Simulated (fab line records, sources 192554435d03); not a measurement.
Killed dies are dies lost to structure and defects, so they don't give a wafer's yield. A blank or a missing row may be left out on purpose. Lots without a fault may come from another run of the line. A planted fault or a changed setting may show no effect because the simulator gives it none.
A struck lot beside a sound one | flow n5_finfet | 15 steps out of a route of 1938
Sound: wafers L708.4, L708.5, L708.6. Struck: wafer L718.5. (L718.2, L718.6 of the same lot were not struck and are left out.) The cause comes at the end.
At each step with rows: each side's tool, then ch and its chambers, then its first start. Under that, the readings that differ: sound wafers | struck wafers | difference of the means | sigmas: that difference in standard deviations of wafers without a fault.
alike: readings whose means differ by less than 2 such deviations, and words and numbers that are the same on both sides. not compared: withheld readings, readings that some wafer has no value for, bounds like >300 that may hide the same value, and numbers for which the record gives no deviation and whose values overlap.
The two part at a step that has a row with sigmas, a row that says differs or no value, or rows on one side only. Numbers that don't overlap but have no deviation are shown without sigmas and don't part them. A reading that every wafer of one side lacks parts them only if that side has two wafers or more.

first, 1 step without rows for these wafers: N5_BEOL_M11_DEVELOP_27 (develop time 30 s).
N5_BEOL_M11_CD_MEAS_28: target cd 70 nm.
  sound on cd_sem-02 ch 0, day 10 13:29; struck on cd_sem-02 ch 0, day 13 05:20
  alike: cd_nm
N5_BEOL_M11_OVL_MEAS_29:
  sound on overlay-02 ch 0, day 10 13:31; struck on overlay-02 ch 0, day 13 05:22
  alike: V10_OVL
N5_BEOL_M11_INSPECT_30: inspects for defects (brightfield).
  sound on defect_inspect-02, day 10 13:32; struck on defect_inspect-02, day 13 05:23
  alike: raw_defect_count
N5_BEOL_M11_DESCUM_33: chemistry O2, time 7.9 s.
  sound on rie_diel-05 ch 0,1,3, day 10 13:39; struck on rie_diel-04 ch 2, day 13 05:26
  alike: drypump_motor_current_A, o2_flow_sccm, oes_product_au, rf_vpp_V, showerhead_plenum_p_Torr, throttle_valve_pct
  not compared: rf_hours_counter_h
N5_BEOL_M11_ETCH_65: etches SiARC in CF4, target depth 39 nm, time 65 s.
  sound on rie_diel-05 ch 0,1,3, day 10 13:41; struck on rie_diel-04 ch 2, day 13 05:28
  alike: drypump_motor_current_A, etch_rf_on_time_s, oes_product_au, rf_vpp_V, showerhead_plenum_p_Torr, throttle_valve_pct
  not compared: rf_hours_counter_h
N5_BEOL_M11_ETCH_66: etches SOC in N2/H2, target depth 120 nm, overetch 24 nm, time 180 s.
  sound on rie_diel-05 ch 0,1,3, day 10 13:44; struck on rie_diel-04 ch 2, day 13 05:31
  reading             | sound             | struck | difference | sigmas
  n2_flow_sccm (sccm) | 199.9 198.6 199.4 | 200.9  | +1.6       | +3
  alike: drypump_motor_current_A, oes_product_au, rf_vpp_V, run_length_s, showerhead_plenum_p_Torr, throttle_valve_pct
  not compared: rf_hours_counter_h
then, 1 step without rows for these wafers: N5_BEOL_M11_STRIP_69 (strips in N2/H2).
N5_BEOL_M11_VIA_ETCH_34: etches SiCOH lowk in C4F6/O2, target depth 184.5 nm, time 69.2 s.
  sound on rie_diel-05 ch 0,1,3, day 10 13:52; struck on rie_diel-04 ch 2, day 13 05:38
  alike: drypump_motor_current_A, oes_product_au, rf_vpp_V, run_length_s, showerhead_plenum_p_Torr, throttle_valve_pct
  not compared: rf_hours_counter_h
then, 3 steps without rows for these wafers: N5_BEOL_M11_STRIP_73 (strips in C4F6/O2); N5_BEOL_M11_STRIP_36 (strips in N2/H2); N5_BEOL_M11_TRENCH_ETCH_37 (etches SiCOH lowk in C4F6/O2, target depth 148.83 nm, time 48 s).
N5_BEOL_M11_ETCH_41: etches SiCN in CH3F/O2, target depth 42.6 nm, time 86 s.
  sound on rie_diel-05 ch 0,1,3, day 10 14:00; struck on rie_diel-04 ch 2, day 13 05:47
  reading                  | sound             | struck | difference | sigmas
  run_length_s (s)         | 109.3 109.1 109.0 | 105.2  | -3.9       | -9
  model.etch.depth_nm (nm) | 32.99 31.65 32    | 30.3   | -1.9       |
  alike: drypump_motor_current_A, oes_product_au, rf_vpp_V, showerhead_plenum_p_Torr, throttle_valve_pct
  not compared: rf_hours_counter_h
N5_BEOL_M11_STRIP_77: strips in N2/H2, time 10 s.
  sound on rie_diel-05 ch 0,1,3; struck on rie_diel-04 ch 2
  alike: drypump_motor_current_A, n2_flow_sccm, oes_product_au, rf_vpp_V, showerhead_plenum_p_Torr, throttle_valve_pct
  not compared: rf_hours_counter_h
then, 1 step without rows for these wafers: N5_PASSIVATION_PROBE_49.

WHERE THEY PART
First at N5_BEOL_M11_ETCH_66; last, within this record, at N5_BEOL_M11_ETCH_41. Later steps at which nothing parts them and some readings are alike: N5_BEOL_M11_STRIP_77.

WHY: what the simulator had put in
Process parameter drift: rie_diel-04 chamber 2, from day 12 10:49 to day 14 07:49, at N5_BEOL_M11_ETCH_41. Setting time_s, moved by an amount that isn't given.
